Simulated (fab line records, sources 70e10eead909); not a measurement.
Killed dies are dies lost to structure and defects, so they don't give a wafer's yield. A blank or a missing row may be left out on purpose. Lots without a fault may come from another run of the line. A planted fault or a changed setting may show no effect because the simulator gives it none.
A struck lot beside a sound one | flow nand_harc | 13 steps out of a route of 1302
Sound: wafers L346.1, L346.3, L346.6. Struck: wafer L351.5. (L351.2, L351.6 of the same lot were not struck and are left out.) The cause comes at the end.
At each step with rows: each side's tool, then ch and its chambers, then its first start. Under that, the readings that differ: sound wafers | struck wafers | difference of the means | sigmas: that difference in standard deviations of wafers without a fault.
alike: readings whose means differ by less than 2 such deviations, and words and numbers that are the same on both sides. not compared: withheld readings, readings that some wafer has no value for, bounds like >300 that may hide the same value, and numbers for which the record gives no deviation and whose values overlap.
The two part at a step that has a row with sigmas, a row that says differs or no value, or rows on one side only. Numbers that don't overlap but have no deviation are shown without sigmas and don't part them. A reading that every wafer of one side lacks parts them only if that side has two wafers or more.

first, 1 step without rows for these wafers: NHARC_A_STAIRCASE_HARDBAKE_311 (time 140 s).
NHARC_A_STAIRCASE_DESCUM_312: chemistry O2, time 3 s.
  sound on rie_diel-05 ch 0,2,3, day 19 18:34; struck on rie_diel-09 ch 2, day 22 08:02
  alike: chamber_pressure_mTorr, drypump_motor_current_A, oes_product_au, rf_vpp_V, showerhead_plenum_p_Torr, throttle_valve_pct
  not compared: rf_hours_counter_h
NHARC_A_STAIRCASE_ETCH_313: etches the open film in CF4/CHF3.
  sound on rie_diel-05 ch 0,1,2, day 19 18:40; struck on rie_diel-09 ch 3, day 22 08:10
  reading                        | sound                | struck | difference | sigmas
  chamber_pressure_mTorr (mTorr) | 24.957 24.987 24.988 | 25.044 | +0.067     | +3
  oes_product_au (a.u.)          | 0.913 0.932 0.927    | 0.960  | +0.036     | +2
  alike: chf3_flow_sccm, drypump_motor_current_A, rf_vpp_V, showerhead_plenum_p_Torr, throttle_valve_pct
  not compared: rf_hours_counter_h
then, 3 steps without rows for these wafers: NHARC_A_STAIRCASE_HM_OPEN_463 (chemistry O2/COS); NHARC_A_STAIRCASE_STRIP_464 (strips in O2/COS); NHARC_A_STAIRCASE_ETCH_453 (etches the open film in CF4/O2, target depth 30 nm, overetch 3 nm, time 16.5 s).
NHARC_A_STAIRCASE_ETCH_315: etches the open film in C4F8/O2/Ar, target depth 2500 nm, time 607.1 s.
  sound on rie_diel-05 ch 0,1; struck on rie_diel-09 ch 3
  alike: chamber_pressure_mTorr, oes_product_au, rf_vpp_V
  not compared: rf_hours_counter_h
NHARC_A_STAIRCASE_STRIP_316: strips in O2.
  sound on rie_diel-05 ch 1,2,3; struck on rie_diel-09 ch 3
  reading      | sound          | struck | difference | sigmas
  rf_vpp_V (V) | 57.9 56.8 56.5 | 59.1   | +2.0       | +2
  alike: chamber_pressure_mTorr, drypump_motor_current_A, oes_product_au, showerhead_plenum_p_Torr, throttle_valve_pct
  not compared: rf_hours_counter_h
then, 3 steps without rows for these wafers: NHARC_A_STAIRCASE_STRIP_317 (strips in SPM, time 900 s); NHARC_A_STAIRCASE_PRECLEAN_318 (cleans in SC1); NHARC_A_STAIRCASE_SRD_329.
NHARC_A_STAIRCASE_ALD_415: deposits SiO2, target thk 30 nm, pulse time 6 s, ald cycles 300.
  sound on ald_hk-04 ch 1,2, day 19 20:31; struck on ald_hk-01 ch 0, day 22 10:32
  reading    | sound       | struck | difference | sigmas
  ald_cycles | 300 300 300 | 362    | +62        |
  alike: heater_power_w, precursor_pulse_height_rel
NHARC_A_STAIRCASE_ETCHBACK_416: etches the open film in C4F8/O2/Ar, target depth 36 nm, time 7.2 s.
  sound on rie_diel-01 ch 0,3; struck on rie_diel-01 ch 2
  alike: chamber_pressure_mTorr, oes_product_au, rf_vpp_V
  not compared: rf_hours_counter_h

WHERE THEY PART
First at NHARC_A_STAIRCASE_ETCH_313; last, within this record, at NHARC_A_STAIRCASE_STRIP_316. Later steps at which nothing parts them and some readings are alike: NHARC_A_STAIRCASE_ALD_415, NHARC_A_STAIRCASE_ETCHBACK_416.

WHY: what the simulator had put in
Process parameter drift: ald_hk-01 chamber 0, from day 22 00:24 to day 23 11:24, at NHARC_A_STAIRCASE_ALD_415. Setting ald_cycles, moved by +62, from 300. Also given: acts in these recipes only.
